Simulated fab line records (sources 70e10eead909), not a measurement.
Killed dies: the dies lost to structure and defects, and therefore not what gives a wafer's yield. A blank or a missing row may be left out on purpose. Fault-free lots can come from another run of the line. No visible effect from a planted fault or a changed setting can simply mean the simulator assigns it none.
Chamber matching	flow nand_harc	4 sister chambers for NHARC_P_M1_DESCUM_14 on rie_diel-05
The step chemistry O2, time 3 s. 4 wafers are shown with their chamber, then 8 later ones without.

## EACH WAFER AND ITS CHAMBER
wafer	chamber	drypump_motor_current_A (A)
L087.3	1	6.7
L091.3	2	5.5
L091.6	3	5.2
L093.1	0	6.4

## WAFERS WITHOUT THEIR CHAMBER
wafer	drypump_motor_current_A (A)
L093.5	6.4
L093.6	5.2
L095.1	6.6
L095.3	5.5
L095.4	6.3
L096.2	5.5
L096.5	6.4
L096.6	5.2

## EACH ONE'S CHAMBER
wafer	from the rows above	in truth
L093.5	0	0
L093.6	3	3
L095.1	can't be placed: 1 or 0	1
L095.3	2	2
L095.4	0	0
L096.2	2	2
L096.5	0	0
L096.6	3	3
Correctly placed: 7 of 8. Unplaceable from these rows: 1, with the true chamber sitting among the candidates in 1. Placed wrongly: 0.
How it was worked out, from the rows above alone: a wafer's distance from a chamber is the root of the sum, over the readings, of the square of ((its reading less the chamber's mean) divided by the reading's scatter). The wafer belongs to the nearest chamber; if the next one is less than 2 further off, it can't be placed. The mean given for a chamber averages the wafers shown for that chamber. The scatter: root of mean squared gap, hidden wafer to nearest shown wafer, with one shown wafer a chamber.
